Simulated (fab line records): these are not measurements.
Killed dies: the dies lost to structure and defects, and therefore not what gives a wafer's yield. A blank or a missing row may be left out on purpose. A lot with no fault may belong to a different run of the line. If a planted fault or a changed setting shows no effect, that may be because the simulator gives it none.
Problem report in the 8D (eight disciplines) form, filled by code	flow n5_finfet	the parts of the form that need people (team, actions taken, sign-off) are left out

## 1. WHAT IS WRONG
killed_at_M0_to_M3 at N5_PASSIVATION_PROBE_49 reads a mean of 162 on 6 wafers of 2 lots; wafers without a fault read 34 with a standard deviation of 9.4. That is +14 standard deviations from the usual mean.
Earliest sighting: wafer L843.2 on prober-01 at day 14 20:37. Wafers with a number at this step in the record: 12, from 4 lots. The rule behind "out" and "out of limits": a value lying over 4 standard deviations away from the usual mean. The rest of the wafers with a number are treated as sound.

## 2. WHAT IT IS AND WHAT IT IS NOT
question	is	is not
which readings at this step	killed_at_M0_to_M3, defect_limited_yield, killed_dies, sort_n_pass, sort_yield_pct	killed_at_M4_up, killed_at_front_end, killed_at_other, killed_open, killed_short, sort_bin_4_leakage
which lots	L843, L845	L841, L842
which wafers of those lots	all that have a number	-
read on which tools	prober-01, prober-02	-
when	from day 14 20:37	up to then (6 sound wafers)

## 3. WHAT RULES OUT EACH SUSPECT
Counting: a tool at a process step up to the reading stays a suspect if it ran every lot that is out and no sound lot after the first of them.
- pvd_sputter-03 at N5_BEOL_M2_SPUTTER_48 (material Cu, target thk 4.5 nm, time 8.29 s): kept. It ran every lot that is out, first L843 (day 9 21:23), and no sound lot after that; its last sound lot up to then is L842 (day 9 10:05).
Left after counting: pvd_sputter-03 at N5_BEOL_M2_SPUTTER_48.

## 4. THE CAUSE (what the simulator had put in)
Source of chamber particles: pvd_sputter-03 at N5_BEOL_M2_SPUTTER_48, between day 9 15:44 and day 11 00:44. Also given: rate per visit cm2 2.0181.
The count eliminated every tool but this one.

## 5. SEQUENCE OF EFFECTS, ordered by route
One row per reading whose mean, taken over the struck wafers that have a number, lies over 3 standard deviations from the usual. Readings are gone through only where the record gives a usual standard deviation; hours: the median, over the lots, of the time from a lot's start at the first step in this table giving one to that lot's start at this step; sigmas: the change measured in usual standard deviations.
hours	step	reading	usual	on struck wafers	change	sigmas
0	N5_PASSIVATION_PROBE_49	defect_limited_yield	91.3 %	80.3	-11.0	-7.3
0	N5_PASSIVATION_PROBE_49	killed_at_M0_to_M3	34	162	+128	+14
0	N5_PASSIVATION_PROBE_49	killed_dies	103	233	+130	+7.6
0	N5_PASSIVATION_PROBE_49	killed_on_rim	13	28	+15	+3.6
0	N5_PASSIVATION_PROBE_49	sort_bin_5_function	5.0 %	11.1	+6.1	+6.2
0	N5_PASSIVATION_PROBE_49	sort_n_pass	1077	947	-130	-7.6
0	N5_PASSIVATION_PROBE_49	sort_yield_pct	91.3 %	80.3	-11.0	-7.3
Process steps it contains:
- N5_PASSIVATION_PROBE_49

## 6. HOW IT WOULD HAVE BEEN CAUGHT EARLIER
In this record the first reading out of limits was taken at day 14 20:37, 125 hours after the fault began at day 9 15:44.
Of the tool readings at N5_BEOL_M2_SPUTTER_48 for which the record gives a usual standard deviation, none was out on any struck wafer, so an alarm limit of 4 standard deviations on them would not have fired.
By day 14 20:37, every lot that is out (2) had started N5_BEOL_M2_SPUTTER_48 on pvd_sputter-03. None of them would have been spared by holding the tool at that moment.
